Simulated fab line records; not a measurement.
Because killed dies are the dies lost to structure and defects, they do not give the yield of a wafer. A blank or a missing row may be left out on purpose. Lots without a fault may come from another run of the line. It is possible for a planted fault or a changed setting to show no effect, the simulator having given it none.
Struck lot and sound lot, side by side :: flow nand-harc :: 24 out of 1302 route steps
Sound: these wafers, L205.1, L205.3, L205.6. The struck wafers were L208.3, L208.5, L208.6. At the end, the cause is stated.
At each step with rows: each side's tool, then ch and its chambers, then its first start. Under that, the readings that differ: sound wafers :: struck wafers :: difference of the means :: sigmas: that difference in standard deviations of wafers without a fault.
alike: readings whose means differ by less than 2 such deviations, and words and numbers that are the same on both sides. not compared: withheld readings, readings that some wafer has no value for, bounds like >300 that may hide the same value, and numbers for which the record gives no deviation and whose values overlap.
A row with sigmas, a row that says differs or no value, or rows on one side alone: a step with any of these is where the two part. Numbers that don't overlap but have no deviation are shown without sigmas and don't part them. Lack of a reading on every wafer of one side parts them only where that side has two or more wafers.

first, 8 steps without rows for these wafers: NHARC_A_CHANNEL_HOLE_D2_DESCUM_15 (chemistry O2, time 3 s); NHARC_A_CHANNEL_HOLE_D2_ETCH_38 (etches the open film in CF4, target depth 39 nm, time 65 s); NHARC_A_CHANNEL_HOLE_D2_ETCH_39 (etches the open film in N2/H2, target depth 260 nm, time 325 s); NHARC_A_CHANNEL_HOLE_D2_ETCH_34 (etches the open film in CF4/CHF3, target depth 154 nm, time 77 s); NHARC_A_CHANNEL_HOLE_D2_ETCH_16 (etches the open film in O2/COS, target depth 3100 nm, time 806 s); NHARC_A_CHANNEL_HOLE_D2_ETCH_19 (etches the open film in C4F8/O2/Ar, time 34.5 s); NHARC_A_CHANNEL_HOLE_D2_ETCH_20 (etches the open film in C4F8/O2/Ar, time 361.9 s, target depth 1600 nm); NHARC_A_CHANNEL_HOLE_D2_ETCH_21 (etches the open film in C4F8/O2/Ar, time 514.3 s, target depth 1600 nm).
NHARC_A_CHANNEL_HOLE_D2_ETCH_22: etches the open film in C4F8/O2/Ar, time 666.7 s, target depth 1600 nm.
  sound on har-etch-01 ch 0,1, day 15 07:52; struck on har-etch-01 ch 0,1, day 16 23:01
  alike: c4f8-flow-sccm, drypump-motor-current-A, o2-flow-sccm, showerhead-plenum-p-Torr, throttle-valve-pct
  not compared: rf-hours-counter-h
then, 13 steps without rows for these wafers: NHARC_A_CHANNEL_HOLE_D2_ETCH_23 (etches the open film in C4F8/O2/Ar, time 819 s, target depth 1600 nm); NHARC_A_CHANNEL_HOLE_D2_ETCH_24 (etches the open film in C4F8/O2/Ar, time 906.2 s, target depth 1500 nm); NHARC_A_CHANNEL_HOLE_D2_ETCH_25 (etches the open film in C4F8/O2/Ar, time 1040.2 s, target depth 1500 nm); NHARC_A_CHANNEL_HOLE_D2_ETCH_26 (etches the open film in C4F8/O2/Ar, time 224.1 s, target depth 300 nm); NHARC_A_CHANNEL_HOLE_D2_ETCH_27 (etches the open film in C4F8/O2/Ar, time 90 s, target depth 400 nm); NHARC_A_CHANNEL_HOLE_D2_STRIP_41 (strips in N2/H2); NHARC_A_CHANNEL_HOLE_D2_STRIP_42 (strips in CF4/CHF3); NHARC_A_CHANNEL_HOLE_D2_STRIP_43 (strips in O2/COS); NHARC_A_CHANNEL_HOLE_D2_ETCH_44 (etches the open film in CF4/O2, target depth 140 nm, overetch 14 nm, time 77 s); NHARC_A_CHANNEL_HOLE_D2_STRIP_28 (strips in O2); NHARC_A_CHANNEL_HOLE_D2_PRECLEAN_29 (cleans in SC1); NHARC_A_CHANNEL_HOLE_D2_SRD_30; NHARC_A_CHANNEL_HOLE_D2_XSEM_32.
NHARC_A_CHANNEL_HOLE_D2_INSPECT_40:
  sound on defect-inspect-01 at day 15 12:43; struck on defect-inspect-02 at day 17 03:44
reading: raw-defect-count
sound: 248 297 249
struck: 1661 1694 1622
difference: +1394
sigmas: +14
  not compared: hold
-- break in the record here, with 11 days between the starts of the struck wafers on either side (left off in module A_CHANNEL_HOLE_D2, picked up again in module END, where the first step shown is number 1302 on the route) --
NHARC_END_SORT_01:
  at this point the record logs the struck wafers (prober-02 ch 0, day 28 07:25) and has no rows for the sound ones

## WHERE THEY PART
Earliest at NHARC_A_CHANNEL_HOLE_D2_INSPECT_40; latest, in this record, at NHARC_END_SORT_01.

WHY: what the simulator had put in
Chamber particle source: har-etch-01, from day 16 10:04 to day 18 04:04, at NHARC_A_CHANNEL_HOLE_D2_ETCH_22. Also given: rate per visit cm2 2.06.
